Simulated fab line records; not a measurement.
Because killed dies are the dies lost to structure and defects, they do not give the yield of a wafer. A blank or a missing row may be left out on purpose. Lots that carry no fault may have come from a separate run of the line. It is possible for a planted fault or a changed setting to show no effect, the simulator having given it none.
Which tool was responsible? -- flow nandHarc -- 17 wafers from 6 lots sampled at 5 of the route's 1302 steps

## WHAT EACH GAUGE READ, for each wafer
NHARC_END_SORT_01.
lot,measured,on,killedAtArray
L375,day 29 16:46,prober-02,55 73 67

## WHAT TOOL EACH LOT RAN ON (gives the tool, then ch and the chambers of the sampled wafers, and finally the start)
lot,NHARC_A_CHANNEL_HOLE_D2_ETCH_22,NHARC_A_CHANNEL_HOLE_D2_ETCH_24,NHARC_A_CHANNEL_HOLE_D2_ETCH_27,NHARC_A_CHANNEL_FILL_D2_ALD_16
L365,"harEtch-02 ch 0,1, day 14 09:43","harEtch-02 ch 0,1, day 14 11:01","harEtch-02 ch 0,1, day 14 12:45","aldHk-03 ch 0,1,3, day 15 02:51"
L366,"harEtch-02 ch 0,1, day 15 12:29","harEtch-02 ch 0,1, day 15 13:45","harEtch-02 ch 0,1, day 15 15:35","aldHk-04 ch 0,1,2, day 16 04:12"
L371,"harEtch-02 ch 0,1, day 16 14:04","harEtch-02 ch 0,1, day 16 15:19","harEtch-02 ch 0,1, day 16 17:11","aldHk-02 ch 0,1,2, day 17 09:53"
L375,"harEtch-01 ch 0,1, day 18 12:31","harEtch-01 ch 0,1, day 18 13:49","harEtch-01 ch 0,1, day 18 15:33","aldHk-02 ch 1,2,3, day 19 06:08"
L377,"harEtch-01 ch 0, day 20 04:04","harEtch-01 ch 0, day 20 05:18","harEtch-01 ch 0, day 20 07:09","aldHk-02 ch 1,3, day 20 21:44"
L381,"harEtch-02 ch 0,1, day 20 17:16","harEtch-02 ch 0,1, day 20 18:38","harEtch-02 ch 0,1, day 20 20:10","aldHk-02 ch 0,2, day 21 10:01"
- NHARC_A_CHANNEL_HOLE_D2_ETCH_22: etches the open film in C4F8/O2/Ar, time 666.7 s, target depth 1600 nm.
- NHARC_A_CHANNEL_HOLE_D2_ETCH_24: etches the open film in C4F8/O2/Ar, time 906.2 s, target depth 1500 nm.
- NHARC_A_CHANNEL_HOLE_D2_ETCH_27: etches the open film in C4F8/O2/Ar, time 90 s, target depth 400 nm.
- NHARC_A_CHANNEL_FILL_D2_ALD_16: deposits SiO2, target thk 1.5 nm, pulse time 10 s, ald cycles 15.

## THE ANSWER, worked out from the rows above alone
Rule: usual is defined by the lots themselves. Put in order of their means at a reading, lots are off if they are a third of the lots or fewer, leave a main group of 4 or more, and stand apart from it by a gap of 3 or more times the standard deviation of the main group's means; of several such gaps the widest counts. A main group whose means are all the same, to the digits that the tables above print for the reading, isn't used. Also off: a lot with no number at a reading for which 4 or more lots have one. The other lots that the step has rows for count as sound.
No lot is off at any reading shown: from this, nothing can be told.

## WHAT WAS PUT IN BY THE SIMULATOR
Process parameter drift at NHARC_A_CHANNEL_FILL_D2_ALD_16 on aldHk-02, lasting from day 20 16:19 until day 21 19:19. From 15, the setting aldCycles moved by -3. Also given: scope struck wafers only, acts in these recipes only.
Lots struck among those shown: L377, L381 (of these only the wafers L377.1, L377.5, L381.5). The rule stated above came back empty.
